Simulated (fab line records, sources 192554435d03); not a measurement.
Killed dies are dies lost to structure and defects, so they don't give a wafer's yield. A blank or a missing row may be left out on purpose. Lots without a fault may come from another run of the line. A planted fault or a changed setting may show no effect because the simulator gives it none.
Split-lot experiment | flow n5_finfet | 7 lots, 39 wafers read, on a route of 1938 steps

THE SPLIT
At N5_SD_EPI_N_ETCH_35 (etches SOC in N2/H2, overetch 108 nm, time 486 s), the setting source_w was moved away from the recipe's 3000 W on 9 of the 39 wafers read, by -15.7% to +5.2%. The other wafers ran this setting at the recipe's value.

The reading is taken at the split's own step.

THE READING
rf_vpp_V, in V, at N5_SD_EPI_N_ETCH_35 (etches SOC in N2/H2, overetch 108 nm, time 486 s). Fault-free wafers of this fab line usually give 240.6 V, standard deviation 1.4 V.

wafer  | tool, chamber at the split | source_w as run, W | against the recipe | rf_vpp_V, V | against lot-mates on the recipe
L081.1 | rie_diel-05, 2             | 3000               | recipe             | 242.5       | -
L081.2 | rie_diel-05, 3             | 3000               | recipe             | 239.3       | -
L081.3 | rie_diel-05, 3             | 2530               | -15.7%             | 253.5       | +12.6
L081.4 | rie_diel-05, 2             | 2530               | -15.7%             | 256.6       | +15.7
L081.5 | rie_diel-05, 3             | 3000               | recipe             | 240.8       | -
L081.6 | rie_diel-05, 2             | 2530               | -15.7%             | 256.4       | +15.5
L087.1 | rie_diel-05, 0             | 3000               | recipe             | 241.5       | -
L087.2 | rie_diel-05, 2             | 3000               | recipe             | 240.8       | -
L087.3 | rie_diel-05, 3             | 3000               | recipe             | 238.1       | -
L087.4 | rie_diel-05, 0             | 3000               | recipe             | 241.0       | -
L087.5 | rie_diel-05, 3             | 3000               | recipe             | 239.3       | -
L087.6 | rie_diel-05, 2             | 3000               | recipe             | 243.1       | -
L089.1 | rie_diel-01, 1             | 3000               | recipe             | 239.3       | -
L089.2 | rie_diel-01, 3             | 3000               | recipe             | 237.4       | -
L089.3 | rie_diel-01, 0             | 3000               | recipe             | 239.7       | -
L089.4 | rie_diel-01, 2             | 3000               | recipe             | 241.3       | -
L089.5 | rie_diel-01, 3             | 3000               | recipe             | 237.3       | -
L089.6 | rie_diel-01, 2             | 3000               | recipe             | 242.7       | -
L090.1 | rie_diel-05, 1             | 3000               | recipe             | 239.5       | -
L090.2 | rie_diel-05, 2             | 3000               | recipe             | 242.2       | -
L090.3 | rie_diel-05, 0             | 3000               | recipe             | 241.9       | -
L090.4 | rie_diel-05, 1             | 3000               | recipe             | 240.4       | -
L090.5 | rie_diel-05, 0             | 3000               | recipe             | 242.1       | -
L090.6 | rie_diel-05, 2             | 3000               | recipe             | 240.5       | -
L092.1 | rie_diel-03, 3             | 3000               | recipe             | 241.8       | -
L092.2 | rie_diel-03, 1             | 2601               | -13.3%             | 252.6       | +10.9
L092.3 | rie_diel-03, 0             | 2601               | -13.3%             | 252.8       | +11.1
L092.4 | rie_diel-03, 3             | 2601               | -13.3%             | 253.1       | +11.4
L092.5 | rie_diel-03, 1             | 3000               | recipe             | 241.8       | -
L092.6 | rie_diel-03, 0             | 3000               | recipe             | 241.4       | -
L093.1 | rie_diel-03, 3             | 3000               | recipe             | 240.2       | -
L093.2 | rie_diel-03, 0             | 3157               | +5.2%              | 235.7       | -4.5
L093.3 | rie_diel-03, 1             | 3157               | +5.2%              | 238.2       | -2.0
L093.4 | rie_diel-03, 2             | 3000               | recipe             | 241.2       | -
L093.5 | rie_diel-03, 0             | 3000               | recipe             | 239.3       | -
L093.6 | rie_diel-03, 1             | 3157               | +5.2%              | 237.7       | -2.5
L094.2 | rie_diel-01, 2             | 3000               | recipe             | 242.5       | -
L094.5 | rie_diel-01, 2             | 3000               | recipe             | 242.7       | -
L094.6 | rie_diel-01, 3             | 3000               | recipe             | 237.5       | -

THE FIT
A straight line over all 39 wafers: rf_vpp_V changes by -0.91 V for each +1% of source_w; r = -0.96; the points scatter about the line by 1.6 V.
The same after taking each lot's own level away (the mean of its wafers on the recipe; 39 wafers): -0.866 V for each +1%; r = -0.96; scatter 1.5 V.
On that fit, the largest move of source_w shifts the reading by 14 V.
The lots' own levels span 239.62 to 241.67 V, that is 1.5 times the standard deviation above.
So the lot-to-lot level changes the slope little: the two slopes agree.
Check: with one of the wafers moved furthest among these (-15.7%) left out of the fit, the line predicts +14 V for it against its lot-mates. It came out at +12.6 V against them.
Tool readings at the split's step, against how far the setting was moved: rf_vpp_V r = -0.96.

OTHER SPLITS ON THESE WAFERS
These wafers also went through other splits before the reading. Each is held against what the fit with the lots' levels taken away leaves over:
other split on the same wafers  | wafers away from the commonest value | r with rf_vpp_V (lot level and that fit taken away)
N5_DUMMY_GATE_EXPOSE_12 dose_mj | 12                                   | +0.09
N5_DUMMY_GATE_ETCH_32 time_s    | 18                                   | +0.01

THE WHOLE CHAIN: every reading that the file lists as answering this split, in the file's order
step                | what it does                                     | reading                                                                           | change (the file's fit)               | r (the file's)
N5_SD_EPI_N_ETCH_35 | etches SOC in N2/H2, overetch 108 nm, time 486 s | rf_vpp_V                                                                          | -0.875 V for each +1% of the setting  | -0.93
N5_SD_EPI_N_ETCH_35 | etches SOC in N2/H2, overetch 108 nm, time 486 s | SiARC_of_SD_EPI_N_COAT_33.thk_nm (the simulator's own value, which no gauge read) | -0.112 nm for each +1% of the setting | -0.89

THE FILE'S OWN FIT
rf_vpp_V changes by -0.875 V for each +1% of source_w, r = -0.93.
